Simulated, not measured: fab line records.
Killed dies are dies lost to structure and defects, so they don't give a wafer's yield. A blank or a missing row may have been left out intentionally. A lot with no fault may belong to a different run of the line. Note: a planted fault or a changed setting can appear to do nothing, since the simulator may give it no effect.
Lot-split experiment / flow n5-finfet / 39 wafers read across 7 lots, on a route 1938 steps long

== THE SPLIT ==
At N5_SD_EPI_N_EPI_21 (deposits Si:P, time 690 s), the setting epi-growth-time-s was moved away from the recipe's 690 s on 15 of the 39 wafers read, by -22.1% to +23.1%. The other wafers ran this setting at the recipe's value.

== FROM THE SPLIT TO THE READING: what the file shows between them, 5 steps ==
- N5_SD_EPI_N_EPI_MEAS_23
- N5_SD_EPI_N_PRECLEAN_24: cleans in O3/DIW, time 60 s
- N5_SD_EPI_N_SRD_25: time 30 s
- N5_SD_ACTIVATION_RTA_00: time 0 s
- N5_SD_ACTIVATION_LSA_01: time 0.0008 s

== THE READING ==
Measured at N5_SD_ACTIVATION_RS_MEAS_03 by four-point probe: RS_SD_N, in ohm/sq. On this fab line, fault-free wafers typically give 21.91 ohm/sq with a standard deviation of 0.25 ohm/sq.

wafer=L081.1; tool, chamber at the split=epi-rpcvd-03, 0; epi-growth-time-s as run, s=690; against the recipe=recipe; RS_SD_N, ohm/sq=22.11; against lot-mates on the recipe=-
wafer=L081.2; tool, chamber at the split=epi-rpcvd-03, 0; epi-growth-time-s as run, s=849.7; against the recipe=+23.1%; RS_SD_N, ohm/sq=18.92; against lot-mates on the recipe=-3.21
wafer=L081.3; tool, chamber at the split=epi-rpcvd-03, 0; epi-growth-time-s as run, s=690; against the recipe=recipe; RS_SD_N, ohm/sq=22.05; against lot-mates on the recipe=-
wafer=L081.4; tool, chamber at the split=epi-rpcvd-03, 0; epi-growth-time-s as run, s=849.7; against the recipe=+23.1%; RS_SD_N, ohm/sq=19.17; against lot-mates on the recipe=-2.96
wafer=L081.5; tool, chamber at the split=epi-rpcvd-03, 0; epi-growth-time-s as run, s=849.7; against the recipe=+23.1%; RS_SD_N, ohm/sq=19.05; against lot-mates on the recipe=-3.08
wafer=L081.6; tool, chamber at the split=epi-rpcvd-03, 0; epi-growth-time-s as run, s=690; against the recipe=recipe; RS_SD_N, ohm/sq=22.24; against lot-mates on the recipe=-
wafer=L086.1; tool, chamber at the split=epi-rpcvd-04, 0; epi-growth-time-s as run, s=823.9; against the recipe=+19.4%; RS_SD_N, ohm/sq=19.27; against lot-mates on the recipe=-2.59
wafer=L086.2; tool, chamber at the split=epi-rpcvd-04, 0; epi-growth-time-s as run, s=690; against the recipe=recipe; RS_SD_N, ohm/sq=21.57; against lot-mates on the recipe=-
wafer=L086.3; tool, chamber at the split=epi-rpcvd-04, 0; epi-growth-time-s as run, s=823.9; against the recipe=+19.4%; RS_SD_N, ohm/sq=19.46; against lot-mates on the recipe=-2.40
wafer=L086.4; tool, chamber at the split=epi-rpcvd-04, 0; epi-growth-time-s as run, s=690; against the recipe=recipe; RS_SD_N, ohm/sq=22.01; against lot-mates on the recipe=-
wafer=L086.5; tool, chamber at the split=epi-rpcvd-04, 0; epi-growth-time-s as run, s=823.9; against the recipe=+19.4%; RS_SD_N, ohm/sq=18.90; against lot-mates on the recipe=-2.96
wafer=L086.6; tool, chamber at the split=epi-rpcvd-04, 0; epi-growth-time-s as run, s=690; against the recipe=recipe; RS_SD_N, ohm/sq=22.00; against lot-mates on the recipe=-
wafer=L090.1; tool, chamber at the split=epi-rpcvd-03, 0; epi-growth-time-s as run, s=690; against the recipe=recipe; RS_SD_N, ohm/sq=21.65; against lot-mates on the recipe=-
wafer=L090.2; tool, chamber at the split=epi-rpcvd-03, 0; epi-growth-time-s as run, s=690; against the recipe=recipe; RS_SD_N, ohm/sq=21.42; against lot-mates on the recipe=-
wafer=L090.3; tool, chamber at the split=epi-rpcvd-03, 0; epi-growth-time-s as run, s=690; against the recipe=recipe; RS_SD_N, ohm/sq=21.43; against lot-mates on the recipe=-
wafer=L090.4; tool, chamber at the split=epi-rpcvd-03, 0; epi-growth-time-s as run, s=690; against the recipe=recipe; RS_SD_N, ohm/sq=21.93; against lot-mates on the recipe=-
wafer=L090.5; tool, chamber at the split=epi-rpcvd-03, 0; epi-growth-time-s as run, s=690; against the recipe=recipe; RS_SD_N, ohm/sq=21.71; against lot-mates on the recipe=-
wafer=L090.6; tool, chamber at the split=epi-rpcvd-03, 0; epi-growth-time-s as run, s=690; against the recipe=recipe; RS_SD_N, ohm/sq=21.70; against lot-mates on the recipe=-
wafer=L092.1; tool, chamber at the split=epi-rpcvd-03, 0; epi-growth-time-s as run, s=690; against the recipe=recipe; RS_SD_N, ohm/sq=21.99; against lot-mates on the recipe=-
wafer=L092.3; tool, chamber at the split=epi-rpcvd-03, 0; epi-growth-time-s as run, s=690; against the recipe=recipe; RS_SD_N, ohm/sq=22.20; against lot-mates on the recipe=-
wafer=L092.4; tool, chamber at the split=epi-rpcvd-03, 0; epi-growth-time-s as run, s=690; against the recipe=recipe; RS_SD_N, ohm/sq=22.02; against lot-mates on the recipe=-
wafer=L095.1; tool, chamber at the split=epi-rpcvd-03, 0; epi-growth-time-s as run, s=846.8; against the recipe=+22.7%; RS_SD_N, ohm/sq=18.84; against lot-mates on the recipe=-3.19
wafer=L095.2; tool, chamber at the split=epi-rpcvd-03, 0; epi-growth-time-s as run, s=846.8; against the recipe=+22.7%; RS_SD_N, ohm/sq=18.90; against lot-mates on the recipe=-3.13
wafer=L095.3; tool, chamber at the split=epi-rpcvd-03, 0; epi-growth-time-s as run, s=690; against the recipe=recipe; RS_SD_N, ohm/sq=22.08; against lot-mates on the recipe=-
wafer=L095.4; tool, chamber at the split=epi-rpcvd-03, 0; epi-growth-time-s as run, s=690; against the recipe=recipe; RS_SD_N, ohm/sq=21.85; against lot-mates on the recipe=-
wafer=L095.5; tool, chamber at the split=epi-rpcvd-03, 0; epi-growth-time-s as run, s=690; against the recipe=recipe; RS_SD_N, ohm/sq=22.16; against lot-mates on the recipe=-
wafer=L095.6; tool, chamber at the split=epi-rpcvd-03, 0; epi-growth-time-s as run, s=846.8; against the recipe=+22.7%; RS_SD_N, ohm/sq=19.01; against lot-mates on the recipe=-3.02
wafer=L096.1; tool, chamber at the split=epi-rpcvd-01, 0; epi-growth-time-s as run, s=690; against the recipe=recipe; RS_SD_N, ohm/sq=22.52; against lot-mates on the recipe=-
wafer=L096.2; tool, chamber at the split=epi-rpcvd-01, 0; epi-growth-time-s as run, s=823.9; against the recipe=+19.4%; RS_SD_N, ohm/sq=19.52; against lot-mates on the recipe=-2.87
wafer=L096.3; tool, chamber at the split=epi-rpcvd-01, 0; epi-growth-time-s as run, s=823.9; against the recipe=+19.4%; RS_SD_N, ohm/sq=19.80; against lot-mates on the recipe=-2.59
wafer=L096.4; tool, chamber at the split=epi-rpcvd-01, 0; epi-growth-time-s as run, s=690; against the recipe=recipe; RS_SD_N, ohm/sq=22.46; against lot-mates on the recipe=-
wafer=L096.5; tool, chamber at the split=epi-rpcvd-01, 0; epi-growth-time-s as run, s=690; against the recipe=recipe; RS_SD_N, ohm/sq=22.20; against lot-mates on the recipe=-
wafer=L096.6; tool, chamber at the split=epi-rpcvd-01, 0; epi-growth-time-s as run, s=823.9; against the recipe=+19.4%; RS_SD_N, ohm/sq=19.50; against lot-mates on the recipe=-2.89
wafer=L097.1; tool, chamber at the split=epi-rpcvd-04, 0; epi-growth-time-s as run, s=537.2; against the recipe=-22.1%; RS_SD_N, ohm/sq=26.33; against lot-mates on the recipe=+4.54
wafer=L097.2; tool, chamber at the split=epi-rpcvd-04, 0; epi-growth-time-s as run, s=537.2; against the recipe=-22.1%; RS_SD_N, ohm/sq=26.06; against lot-mates on the recipe=+4.27
wafer=L097.3; tool, chamber at the split=epi-rpcvd-04, 0; epi-growth-time-s as run, s=537.2; against the recipe=-22.1%; RS_SD_N, ohm/sq=26.10; against lot-mates on the recipe=+4.31
wafer=L097.4; tool, chamber at the split=epi-rpcvd-04, 0; epi-growth-time-s as run, s=690; against the recipe=recipe; RS_SD_N, ohm/sq=21.74; against lot-mates on the recipe=-
wafer=L097.5; tool, chamber at the split=epi-rpcvd-04, 0; epi-growth-time-s as run, s=690; against the recipe=recipe; RS_SD_N, ohm/sq=22.02; against lot-mates on the recipe=-
wafer=L097.6; tool, chamber at the split=epi-rpcvd-04, 0; epi-growth-time-s as run, s=690; against the recipe=recipe; RS_SD_N, ohm/sq=21.60; against lot-mates on the recipe=-

FIT RESULTS
A straight line over all 39 wafers: RS_SD_N changes by -0.148 ohm/sq for each +1% of epi-growth-time-s; r = -0.98; the points scatter about the line by 0.39 ohm/sq.
The same after taking each lot's own level away (the mean of its wafers on the recipe; 39 wafers): -0.155 ohm/sq for each +1%; r = -0.99; scatter 0.33 ohm/sq.
On that fit, the largest move of epi-growth-time-s shifts the reading by 3.6 ohm/sq.
Measured against the standard deviation above, the lots' own levels, which go from 21.640 to 22.393 ohm/sq, span 3.0 times it.
The two slopes agree, so the slope changes little with the lot-to-lot level.
Check: with one of the wafers moved furthest among these (+23.1%) left out of the fit, the line predicts -3.42 ohm/sq for it against its lot-mates. Against them it came out at -3.21 ohm/sq.

== OTHER SPLITS APPLIED TO THESE WAFERS ==
Before the reading, these wafers also passed through other splits. Each is held against what the fit with the lots' levels taken away leaves over:
other split on the same wafers=N5_ZERO_LAYER_PECVD_02 time-s; wafers away from the commonest value=18; r with RS_SD_N (lot level and that fit taken away)=+0.01
other split on the same wafers=N5_FIN_SAQP_PECVD_06 time-s; wafers away from the commonest value=15; r with RS_SD_N (lot level and that fit taken away)=+0.26

== THE WHOLE CHAIN: every reading that the file lists as answering this split, in the file's order ==
step=N5_SD_EPI_N_EPI_21; what it does=deposits Si:P, time 690 s; reading=Si-P_of_SD_EPI_N_EPI_21.thk-nm (the simulator's own value, which no gauge read); change (the file's fit)=+0.413 nm for each +1% of the setting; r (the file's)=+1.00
step=N5_SD_EPI_N_EPI_MEAS_23; what it does=; reading=thk-nm; change (the file's fit)=withheld for each +1% of the setting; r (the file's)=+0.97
step=N5_SD_ACTIVATION_RS_MEAS_03; what it does=measures by four-point-probe; reading=RS_SD_N; change (the file's fit)=-0.15 for each +1% of the setting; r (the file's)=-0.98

== FILE'S OWN FIT ==
RS_SD_N changes by -0.15 ohm/sq for each +1% of epi-growth-time-s, r = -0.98.
